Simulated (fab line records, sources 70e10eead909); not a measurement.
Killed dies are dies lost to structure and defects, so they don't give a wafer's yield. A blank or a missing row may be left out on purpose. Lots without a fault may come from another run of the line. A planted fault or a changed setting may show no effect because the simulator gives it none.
Chamber matching | flow nand_harc | NHARC_A_SLIT_DEP_23 on pecvd-04: 3 sister chambers
The step deposits SiON, target thk 100 nm. 6 wafers are shown with their chamber, then 7 later ones without.

WAFERS WITH THEIR CHAMBER
wafer  | chamber | heater_power_w (W) | chamber_pressure_Torr (Torr)
L891.5 | 2       | 931                | 3.490
L891.6 | 1       | 740                | 3.485
L892.1 | 0       | 850                | 3.504
L892.4 | 2       | 947                | 3.498
L892.6 | 1       | 740                | 3.488
L893.2 | 0       | 850                | 3.479

WAFERS WITHOUT THEIR CHAMBER
wafer  | heater_power_w (W) | chamber_pressure_Torr (Torr)
L893.4 | 769                | 3.503
L893.6 | 941                | 3.489
L898.3 | 750                | 3.494
L898.6 | 675                | 3.505
L902.1 | 749                | 3.483
L902.3 | 907                | 3.496
L902.6 | 903                | 3.499

WHICH CHAMBER EACH WENT THROUGH
wafer  | from the rows above | in truth
L893.4 | 1                   | 1
L893.6 | 2                   | 2
L898.3 | 1                   | 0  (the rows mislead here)
L898.6 | 1                   | 1
L902.1 | 1                   | 1
L902.3 | 2                   | 2
L902.6 | 2                   | 2
Placed correctly: 6 of 7. Can't be placed from these rows: 0. Placed wrongly: 1.
How it was worked out, from the rows above alone: a wafer's distance from a chamber is the root of the sum, over the readings, of the square of ((its reading less the chamber's mean) divided by the reading's scatter). The wafer belongs to the nearest chamber; if the next one is less than 2 further off, it can't be placed. A chamber's mean is the mean of its shown wafers. The scatter: the root of (the sum of the squares of (reading less its chamber's mean) over the shown wafers, divided by (wafers less chambers)).
